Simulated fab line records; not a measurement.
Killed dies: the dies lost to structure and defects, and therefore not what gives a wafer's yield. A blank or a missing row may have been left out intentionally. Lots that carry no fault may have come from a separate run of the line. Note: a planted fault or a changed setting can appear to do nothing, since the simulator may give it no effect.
fab line records    flow n5-finfet
[record] lots = 7  wafers = 39
route steps=1938 shown BEOL_M9@1446
start-h: hours from the record's first day to the start of the lot's first wafer shown    wait-h: hours since the lot's step before    " the same as in the row above    L1.1+2: several wafers, shown together as one row    - no value, or no start was given    * or withheld: withheld    < > ~ a bound
route shown NAME@n: NAME is a module with steps in the file, n the number in the route of the first one    usual: mean and standard deviation over wafers with no fault    same: alike in all rows    chamber/n: place in a boat    sites: per-site readings    _std_site: standard deviation across them    _edge_site: outer sites' mean less inner sites'    radius-mm: for every site, how far away it sits from the centre of the wafer    mask NAME#n: copy n    behind: the most recent tool/chamber to have shaped the wafer    hold: reason for holding the lot/hours on hold/outcome of the hold    device: the transistor (n, p or np) that didn't switch    end of line: tests run on the same wafers once the route is complete    a step given without rows: its recipe and nothing more    killed: dies that structure and defects cost at the first sort, which is not the same as the wafer's yield    map: a wafer's dies, x killed, . not, _ none there
set.NAME: the run value of the setting; set.NAME@STEP: its run value at that earlier step    model.NAME: the simulator's own value behind a step, which no gauge read
one table per step and one row per wafer, for lots whose settings were changed on purpose
[[steps]]
[step N5_BEOL_M9_TRENCH_ETCH_37]
[recipe] chemistry = C4F6/O2  target-depth-a = 1514.3  target = SiCOH_lowk  time-s = 49  ion-energy-ev = 250  pressure-mtorr = 30  source-w = 345  bias-w = 185  Ar_flow_sccm = 300  C4F6_flow_sccm = 10  O2_flow_sccm = 10
lot.wafer  tool         chamber  start-h  wait-h  set.target-depth-a  model.etch.depth-nm  model.BEOL_M9.feature-depth-nm  model.TiN_of_BEOL_M9_HM_DEP_02.thk-nm
L076.1     rie-diel-05  1        -        -       1514.3              150.9                150.8                           15.8
L076.2     "            2        "        "       1514.3              152.5                152.6                           15.6
L076.3     "            3        "        "       1514.3              151.5                151.4                           15.8
L076.4     "            0        "        "       1514.3              147.3                147.4                           15.8
L076.5     "            0        "        "       1514.3              146                  146                             15.8
L076.6     "            1        "        "       1514.3              150.8                150.8                           15.6
L079.1     rie-diel-04  0        -        -       2377                242.5                242.4                           13.4
L079.2     "            1        "        "       1514.3              154.7                154.6                           15.4
L079.3     "            2        "        "       2377                243.6                243.6                           13.2
L079.4     "            3        "        "       1514.3              156.7                156.8                           15.6
L079.5     "            2        "        "       2377                243.4                243.4                           13
L079.6     "            3        "        "       1514.3              155.1                155.2                           15.2
L083.1     rie-diel-05  2        -        -       1514.3              151.6                151.6                           15.8
L083.4     "            0        "        "       1514.3              145.9                146                             16
L083.6     "            3        "        "       1514.3              149.9                150                             16
L084.1     rie-diel-01  3        -        -       1514.3              149.4                149.4                           16.2
L084.2     "            1        "        "       1514.3              150.8                150.8                           16.2
L084.3     "            0        "        "       1514.3              149.5                149.4                           16
L084.4     "            1        "        "       2154                214                  214                             14.2
L084.5     "            3        "        "       2154                212.2                212.2                           14.2
L084.6     "            0        "        "       2154                216.1                216                             14.2
L091.1     rie-diel-04  2        -        -       1514.3              155.7                155.8                           15.4
L091.2     "            0        "        "       1514.3              155.2                155.2                           15.8
L091.3     "            3        "        "       1514.3              155.5                155.4                           15.8
L091.4     "            1        "        "       1514.3              154.1                154                             15.4
L091.5     "            3        "        "       1514.3              157                  157                             15.6
L091.6     "            0        "        "       1514.3              154.2                154.2                           15.6
L094.1     rie-diel-01  0        -        -       1514.3              152.4                152.4                           15.8
L094.2     "            3        "        "       2358                234.4                234.4                           13.6
L094.3     "            1        "        "       2358                235                  235                             13.8
L094.4     "            0        "        "       2358                237.5                237.4                           13.4
L094.5     "            1        "        "       1514.3              151.4                151.4                           16
L094.6     "            3        "        "       1514.3              150                  150                             16.2
L096.1     rie-diel-05  1        -        -       2273                226.1                226.2                           13.6
L096.2     "            2        "        "       1514.3              151.9                151.8                           16
L096.3     "            0        "        "       2273                220.7                220.8                           13.8
L096.4     "            3        "        "       2273                229.9                229.8                           13.6
L096.5     "            0        "        "       1514.3              146.9                147                             16
L096.6     "            3        "        "       1514.3              154.5                154.4                           15.8
[step N5_BEOL_M9_ETCH_41]
[recipe] chemistry = CH3F/O2  target = SiCN  target-depth-a = 366  taper-deg = 2  time-s = 70.1  ion-energy-ev = 120  mask-material = TiN  pressure-mtorr = 30  source-w = 395  bias-w = 75  Ar_flow_sccm = 150  CH3F_flow_sccm = 30  O2_flow_sccm = 20
[step N5_BEOL_M9_STRIP_80]
[recipe] chemistry = N2/H2  time-s = 10  power-w = 450  temp-c = 40  pressure-mtorr = 20  rf-frequency-hz = 6e+07  bias-power-w = 7  n2-flow-sccm = 200  h2-flow-sccm = 200
[step N5_BEOL_M9_OCD_MEAS_38]
[usual] trench-depth-nm = 151.8/2.7
lot.wafer  tool    chamber  start-h  wait-h  set.target-depth-a@BEOL_M9_TRENCH_ETCH_37  trench-depth-nm
L076.1     ocd-01  -        220.89   -       1514.3                                     150.9
L076.2     "       -        "        "       1514.3                                     153.0
L076.3     "       -        "        "       1514.3                                     151.5
L076.4     "       -        "        "       1514.3                                     147.4
L076.5     "       -        "        "       1514.3                                     145.9
L076.6     "       -        "        "       1514.3                                     150.6
L079.1     ocd-01  -        245.48   -       2377                                       242.3
L079.2     "       -        "        "       1514.3                                     154.3
L079.3     "       -        "        "       2377                                       243.6
L079.4     "       -        "        "       1514.3                                     156.9
L079.5     "       -        "        "       2377                                       243.1
L079.6     "       -        "        "       1514.3                                     155.1
L083.1     ocd-02  -        267.92   -       1514.3                                     151.1
L083.4     "       -        "        "       1514.3                                     145.8
L083.6     "       -        "        "       1514.3                                     149.7
L084.1     ocd-02  -        277.21   -       1514.3                                     149.7
L084.2     "       -        "        "       1514.3                                     151.2
L084.3     "       -        "        "       1514.3                                     150.3
L084.4     "       -        "        "       2154                                       213.7
L084.5     "       -        "        "       2154                                       212.3
L084.6     "       -        "        "       2154                                       215.6
L091.1     ocd-01  -        301.93   -       1514.3                                     155.7
L091.2     "       -        "        "       1514.3                                     154.7
L091.3     "       -        "        "       1514.3                                     155.1
L091.4     "       -        "        "       1514.3                                     154.3
L091.5     "       -        "        "       1514.3                                     157.1
L091.6     "       -        "        "       1514.3                                     154.3
L094.1     ocd-02  -        332.53   -       1514.3                                     152.1
L094.2     "       -        "        "       2358                                       234.6
L094.3     "       -        "        "       2358                                       235.5
L094.4     "       -        "        "       2358                                       237.6
L094.5     "       -        "        "       1514.3                                     151.8
L094.6     "       -        "        "       1514.3                                     149.6
L096.1     ocd-02  -        353.47   -       2273                                       225.5
L096.2     "       -        "        "       1514.3                                     151.7
L096.3     "       -        "        "       2273                                       220.8
L096.4     "       -        "        "       2273                                       230.0
L096.5     "       -        "        "       1514.3                                     146.5
L096.6     "       -        "        "       1514.3                                     154.4
[step N5_BEOL_M9_HM_STRIP_39]
[recipe] chemistry = peroxide-tin-strip  material = TiN  target-depth-a = 250  temp-c = 50  time-s = 158
[step N5_BEOL_M9_SRD_40]
[recipe] time-s = 30  temp-c = 23  rinse-liquid = diw  dry = ipa-marangoni
[step N5_BEOL_M9_ECD_50]
[recipe] material = Cu  target-thk-a = 3180
[step N5_BEOL_M9_ANNEAL_51]
[recipe] temp-c = 225  time-s = 90  ambient = N2
[step N5_BEOL_M9_CMP_52]
[recipe] stop-on = SiCOH_lowk  t-overpolish-s = 7  down-force-psi = 1  platen-rpm = 50  clearing-platen-down-force-psi = 1.5  clearing-platen-rpm = 50  post-cmp-clean = cu-alkaline  target-thk-nm = 140  clearing-platen-pad-velocity-m-s = 0.99484  pad-velocity-m-s = 0.99484
lot.wafer  tool    chamber  start-h  wait-h  set.target-depth-a@BEOL_M9_TRENCH_ETCH_37  model.Cu_of_BEOL_M9_ECD_50.thk-nm
L076.2     cmp-03  0        223.97   0.2     1514.3                                     141.8
L076.4     "       1        "        "       1514.3                                     137
L076.3     "       2        "        "       1514.3                                     138.6
L076.1     "       3        "        "       1514.3                                     139.8
L076.5     "       0        "        "       1514.3                                     134.4
L076.6     "       1        "        "       1514.3                                     141.4
L079.3+5   cmp-03  2        247.34   0.2     2377                                       230.2
L079.1     "       3        "        "       2377                                       231.6
L079.2     "       0        "        "       1514.3                                     142.6
L079.4     "       1        "        "       1514.3                                     146.6
L079.6     "       3        "        "       1514.3                                     144.8
L083.1     cmp-01  1        271.08   0.3     1514.3                                     141.8
L083.4     "       2        "        "       1514.3                                     134.8
L083.6     "       1        "        "       1514.3                                     139.2
L084.3     cmp-04  2        279.21   0.2     1514.3                                     139.2
L084.4     "       3        "        "       2154                                       200.8
L084.2     "       0        "        "       1514.3                                     138.2
L084.1     "       1        "        "       1514.3                                     136.6
L084.5     "       2        "        "       2154                                       200.6
L084.6     "       3        "        "       2154                                       203.6
L091.3     cmp-03  2        304.15   0.2     1514.3                                     144.2
L091.4     "       3        "        "       1514.3                                     144.4
L091.1+2   "       0,1      "        "       1514.3                                     145.4
L091.5     "       2        "        "       1514.3                                     146.2
L091.6     "       3        "        "       1514.3                                     145.2
L094.2     cmp-03  0        334.64   0.2     2358                                       223.2
L094.1     "       1        "        "       1514.3                                     142.8
L094.4     "       2        "        "       2358                                       225.8
L094.3     "       3        "        "       2358                                       224.2
L094.6     "       0        "        "       1514.3                                     138.8
L094.5     "       1        "        "       1514.3                                     142
L096.3     cmp-01  1        355.43   0.2     2273                                       211
L096.1     "       2        "        "       2273                                       213.8
L096.2     "       3        "        "       1514.3                                     142
L096.4     "       0        "        "       2273                                       218.2
L096.6     "       1        "        "       1514.3                                     144.2
L096.5     "       2        "        "       1514.3                                     135
[step N5_BEOL_M9_THK_MEAS_53]
[recipe] thk-meas-gauge = xrf  reads = Cu_of_BEOL_M9_ECD_50
[usual] M9_THK = 139/3.5
lot.wafer  tool           chamber  start-h  wait-h  set.target-depth-a@BEOL_M9_TRENCH_ETCH_37  M9_THK[nm]
L076.1     film-metro-02  -        224.26   -       1514.3                                     140
L076.2     "              -        "        "       1514.3                                     142
L076.3     "              -        "        "       1514.3                                     139
L076.4     "              -        "        "       1514.3                                     137
L076.5     "              -        "        "       1514.3                                     135
L076.6     "              -        "        "       1514.3                                     142
L079.1     film-metro-01  -        247.63   -       2377                                       230
L079.2     "              -        "        "       1514.3                                     141
L079.3     "              -        "        "       2377                                       227
L079.4     "              -        "        "       1514.3                                     145
L079.5     "              -        "        "       2377                                       228
L079.6     "              -        "        "       1514.3                                     143
L083.1     film-metro-02  -        271.34   -       1514.3                                     140
L083.4     "              -        "        "       1514.3                                     133
L083.6     "              -        "        "       1514.3                                     139
L084.1     film-metro-01  -        279.51   -       1514.3                                     135
L084.2     "              -        "        "       1514.3                                     136
L084.3     "              -        "        "       1514.3                                     137
L084.4     "              -        "        "       2154                                       197
L084.5     "              -        "        "       2154                                       198
L084.6     "              -        "        "       2154                                       200
L091.1     film-metro-01  -        304.45   -       1514.3                                     143
L091.2     "              -        "        "       1514.3                                     143
L091.3     "              -        "        "       1514.3                                     142
L091.4     "              -        "        "       1514.3                                     142
L091.5     "              -        "        "       1514.3                                     144
L091.6     "              -        "        "       1514.3                                     143
L094.1     film-metro-01  -        334.93   -       1514.3                                     140
L094.2     "              -        "        "       2358                                       218
L094.3     "              -        "        "       2358                                       220
L094.4     "              -        "        "       2358                                       220
L094.5     "              -        "        "       1514.3                                     139
L094.6     "              -        "        "       1514.3                                     136
L096.1     film-metro-01  -        355.72   -       2273                                       205
L096.2     "              -        "        "       1514.3                                     137
L096.3     "              -        "        "       2273                                       203
L096.4     "              -        "        "       2273                                       211
L096.5     "              -        "        "       1514.3                                     130
L096.6     "              -        "        "       1514.3                                     139
[step N5_BEOL_M9_PRE_CLEAN_55]
[recipe] gas = NH3  time-s = 15  temp-c = withheld  rf-power-w = 300
[step N5_BEOL_M9_DEP_56]
[recipe] material = SiCN  target-thk-a = 150  temp-c = withheld  precursor = 3MS/NH3  pressure-torr = 3  rf-w = 202  time-s = 26.5
[step N5_BEOL_M9_RS_MEAS_57]
[recipe] thk-meas-gauge = four-point-probe  reads = Cu_of_BEOL_M9_ECD_50+Co_of_BEOL_M9_CVD_78+TaN_of_BEOL_M9_ALD_74
[usual] M9_RS = 0.151/0.0039
lot.wafer  tool           chamber  start-h  wait-h  set.target-depth-a@BEOL_M9_TRENCH_ETCH_37  M9_RS[ohm/sq]
L076.1     film-metro-02  -        224.40   0.1     1514.3                                     0.152
L076.2     "              -        "        "       1514.3                                     0.149
L076.3     "              -        "        "       1514.3                                     0.153
L076.4     "              -        "        "       1514.3                                     0.154
L076.5     "              -        "        "       1514.3                                     0.158
L076.6     "              -        "        "       1514.3                                     0.149
L079.1     film-metro-02  -        247.77   0.1     2377                                       0.088
L079.2     "              -        "        "       1514.3                                     0.148
L079.3     "              -        "        "       2377                                       0.088
L079.4     "              -        "        "       1514.3                                     0.144
L079.5     "              -        "        "       2377                                       0.088
L079.6     "              -        "        "       1514.3                                     0.146
L083.1     film-metro-01  -        271.48   0.1     1514.3                                     0.149
L083.4     "              -        "        "       1514.3                                     0.157
L083.6     "              -        "        "       1514.3                                     0.152
L084.1     film-metro-02  -        279.64   0.1     1514.3                                     0.155
L084.2     "              -        "        "       1514.3                                     0.153
L084.3     "              -        "        "       1514.3                                     0.152
L084.4     "              -        "        "       2154                                       0.102
L084.5     "              -        "        "       2154                                       0.102
L084.6     "              -        "        "       2154                                       0.101
L091.1     film-metro-01  -        304.58   0.1     1514.3                                     0.145
L091.2     "              -        "        "       1514.3                                     0.144
L091.3     "              -        "        "       1514.3                                     0.146
L091.4     "              -        "        "       1514.3                                     0.146
L091.5     "              -        "        "       1514.3                                     0.144
L091.6     "              -        "        "       1514.3                                     0.145
L094.1     film-metro-01  -        335.07   0.1     1514.3                                     0.148
L094.2     "              -        "        "       2358                                       0.091
L094.3     "              -        "        "       2358                                       0.091
L094.4     "              -        "        "       2358                                       0.090
L094.5     "              -        "        "       1514.3                                     0.149
L094.6     "              -        "        "       1514.3                                     0.152
L096.1     film-metro-02  -        355.86   0.1     2273                                       0.095
L096.2     "              -        "        "       1514.3                                     0.149
L096.3     "              -        "        "       2273                                       0.097
L096.4     "              -        "        "       2273                                       0.093
L096.5     "              -        "        "       1514.3                                     0.157
L096.6     "              -        "        "       1514.3                                     0.146
[[key]]
[split] step = N5_BEOL_M9_TRENCH_ETCH_37  setting = target-depth-a  stated = 1514.3  by = wafer
[response] step = N5_BEOL_M9_TRENCH_ETCH_37  reading = model.etch.depth-nm  change = +1.52  per = 1%  r = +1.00
[response] step = N5_BEOL_M9_TRENCH_ETCH_37  reading = model.BEOL_M9.feature-depth-nm  change = +1.52  per = 1%  r = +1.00
[response] step = N5_BEOL_M9_TRENCH_ETCH_37  reading = model.TiN_of_BEOL_M9_HM_DEP_02.thk-nm  change = -0.0427  per = 1%  r = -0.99
[response] step = N5_BEOL_M9_OCD_MEAS_38  reading = trench-depth-nm  change = +1.52  per = 1%  r = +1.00
[response] step = N5_BEOL_M9_CMP_52  reading = model.Cu_of_BEOL_M9_ECD_50.thk-nm  change = +1.5  per = 1%  r = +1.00
[response] step = N5_BEOL_M9_THK_MEAS_53  reading = M9_THK  change = +1.46  per = 1%  r = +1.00
[response] step = N5_BEOL_M9_RS_MEAS_57  reading = M9_RS  change = -0.00108  per = 1%  r = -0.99
